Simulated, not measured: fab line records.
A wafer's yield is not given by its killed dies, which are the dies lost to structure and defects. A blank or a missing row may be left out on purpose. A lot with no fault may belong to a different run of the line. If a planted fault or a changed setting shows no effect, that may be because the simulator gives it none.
The tool behind it: which one?    flow nandHarc    14 lots, 42 wafers sampled, at 5 steps of a route of 1302

WHAT EACH GAUGE READ, for each wafer
NHARC_A_BONDPAD_THK_MEAS_20: measures by xrf.
lot   measured      on            thkNm (nm)
L766  day 23 12:29  filmMetro-01  170.9 168.2 168.4
L769  day 24 07:42  filmMetro-01  170.0 173.5 169.8
L768  day 24 13:05  filmMetro-02  170.0 171.8 171.0
L771  day 24 18:35  filmMetro-01  170.4 169.4 165.4
L774  day 26 18:05  filmMetro-02  171.6 171.0 171.0
L777  day 28 03:28  filmMetro-01  172.1 171.0 170.6
L781  day 28 18:00  filmMetro-01  172.0 172.0 169.4
L780  day 29 09:25  filmMetro-02  168.3 169.9 170.0
L783  day 29 15:08  filmMetro-01  168.8 168.1 168.7
L782  day 30 07:12  filmMetro-02  168.4 167.9 169.8
L787  day 31 12:14  filmMetro-01  170.7 172.1 170.2
L786  day 31 15:29  filmMetro-02  170.4 170.4 171.2
L788  day 32 09:09  filmMetro-02  169.4 170.2 169.9
L789  day 32 10:40  filmMetro-02  172.7 168.5 171.0

NHARC_THIN_TSV_CD_MEAS_33: the cd target is 5000 nm.
lot   measured      on        cdNm (nm)
L766  day 24 10:13  cdSem-02  5002.3 5000.6 5002.0
L769  day 25 02:29  cdSem-03  4997.9 4994.9 5000.0
L768  day 25 07:15  cdSem-03  4997.1 4996.2 4999.9
L771  day 25 13:02  cdSem-02  5002.5 5000.4 4997.4
L774  day 27 12:12  cdSem-02  4999.0 4999.0 4998.3
L777  day 28 22:19  cdSem-01  5000.1 4998.4 4997.1
L781  day 29 14:42  cdSem-01  4996.9 4997.6 5001.0
L780  day 30 04:47  cdSem-01  5000.0 5001.5 5000.2
L783  day 30 10:17  cdSem-02  5002.9 5000.1 4998.8
L782  day 31 02:31  cdSem-02  4998.2 5001.4 4997.3
L787  day 32 08:35  cdSem-01  5001.6 5000.4 5000.7
L786  day 32 19:20  cdSem-03  4997.4 4997.0 4998.6
L788  day 33 03:45  cdSem-01  5001.3 4999.5 5001.4
L789  day 33 05:11  cdSem-03  4998.9 4996.1 4997.1

NHARC_END_SORT_01.
lot   measured      on         killedAtArray  killedAtOther  killedAtPeriphery  killedDies   killedOpen  killedShort
L777  day 29 10:26  prober-02  126 118 129    0 2 3          2 3 3              128 123 135  3 2 6       2 2 4
L780  day 30 16:38  prober-02  107 142 104    0 0 0          7 12 7             114 154 111  0 6 1       3 2 1
L782  day 31 13:20  prober-02  86 81 51       1 0 0          8 7 1              95 88 52     9 2 1       5 1 1

TOOL THAT RAN EACH LOT (tool first, then ch and the chambers of the sampled wafers, then the start)
lot   NHARC_A_SLIT_DEP_25              NHARC_THIN_TSV_DEGAS_49
L766  pecvd-01 ch 0,2, day 19 22:33    pvdSputter-01, day 24 07:13
L769  pecvd-03 ch 0,1,2, day 20 18:51  pvdSputter-02, day 24 23:17
L768  pecvd-02 ch 0,2, day 20 18:53    pvdSputter-01, day 25 04:07
L771  pecvd-01 ch 0,1,2, day 21 05:43  pvdSputter-02, day 25 09:55
L774  pecvd-03 ch 0,1,2, day 23 00:29  pvdSputter-02, day 27 09:11
L777  pecvd-01 ch 0,1,2, day 24 06:35  pvdSputter-02, day 28 19:19
L781  pecvd-02 ch 0,1,2, day 25 05:47  pvdSputter-01, day 29 11:41
L780  pecvd-01 ch 0,1,2, day 25 12:04  pvdSputter-01, day 30 01:40
L783  pecvd-03 ch 0,2, day 26 03:54    pvdSputter-01, day 30 07:10
L782  pecvd-02 ch 0,1,2, day 26 11:01  pvdSputter-01, day 30 23:25
L787  pecvd-02 ch 0,1, day 27 23:32    pvdSputter-02, day 32 05:16
L786  pecvd-01 ch 0,1,2, day 27 23:38  pvdSputter-02, day 32 14:48
L788  pecvd-02 ch 0,1,2, day 28 16:40  pvdSputter-03, day 33 00:36
L789  pecvd-01 ch 0,1,2, day 28 16:49  pvdSputter-02, day 33 02:02
- NHARC_A_SLIT_DEP_25: deposits SiO2, target thk 200 nm.
- NHARC_THIN_TSV_DEGAS_49: time 120 s.

AS READ BY THE TOOLS THEMSELVES (means over the sampled wafers that have a number; for cases with no such wafer, the mark the record gives instead)
NHARC_A_SLIT_DEP_25.
lot   tool      heaterPowerOuterW (W)  heaterPowerW (W)  throttleValvePct (%)
L766  pecvd-01  295                    530               16.4
L769  pecvd-03  352                    611               16.3
L768  pecvd-02  196                    437               15.5
L771  pecvd-01  265                    482               16.0
L774  pecvd-03  259                    490               16.1
L777  pecvd-01  304                    534               16.1
L781  pecvd-02  234                    477               15.8
L780  pecvd-01  314                    540               16.0
L783  pecvd-03  282                    512               17.0
L782  pecvd-02  272                    527               15.4
L787  pecvd-02  325                    593               15.3
L786  pecvd-01  309                    532               16.2
L788  pecvd-02  225                    471               15.4
L789  pecvd-01  310                    539               16.1

NHARC_THIN_TSV_DEGAS_49.
lot   tool           heaterPowerW (W)
L766  pvdSputter-01  458
L769  pvdSputter-02  387
L768  pvdSputter-01  425
L771  pvdSputter-02  401
L774  pvdSputter-02  406
L777  pvdSputter-02  423
L781  pvdSputter-01  444
L780  pvdSputter-01  448
L783  pvdSputter-01  440
L782  pvdSputter-01  439
L787  pvdSputter-02  419
L786  pvdSputter-02  419
L788  pvdSputter-03  447
L789  pvdSputter-02  415

THE ANSWER, worked out from the rows above alone
Rule: usual is defined by the lots themselves. Put in order of their means at a reading, lots are off if they are a third of the lots or fewer, leave a main group of 4 or more, and stand apart from it by a gap of 3 or more times the standard deviation of the main group's means; of several such gaps the widest counts. Not used: any main group whose means are identical at the precision the tables above print for the reading. Also off: a lot with no number at a reading for which 4 or more lots have one. All remaining lots with rows at the step are treated as sound. Order of review: gauges by route order, followed by the tools' own readings, for which a lot's mean as printed above is used. At the first step where some lot is off, the reading lying furthest off is the one used; lots without a number count as furthest.
No lot is off on any of the readings shown, so nothing can be concluded from this.

WHAT THE SIMULATOR PUT IN
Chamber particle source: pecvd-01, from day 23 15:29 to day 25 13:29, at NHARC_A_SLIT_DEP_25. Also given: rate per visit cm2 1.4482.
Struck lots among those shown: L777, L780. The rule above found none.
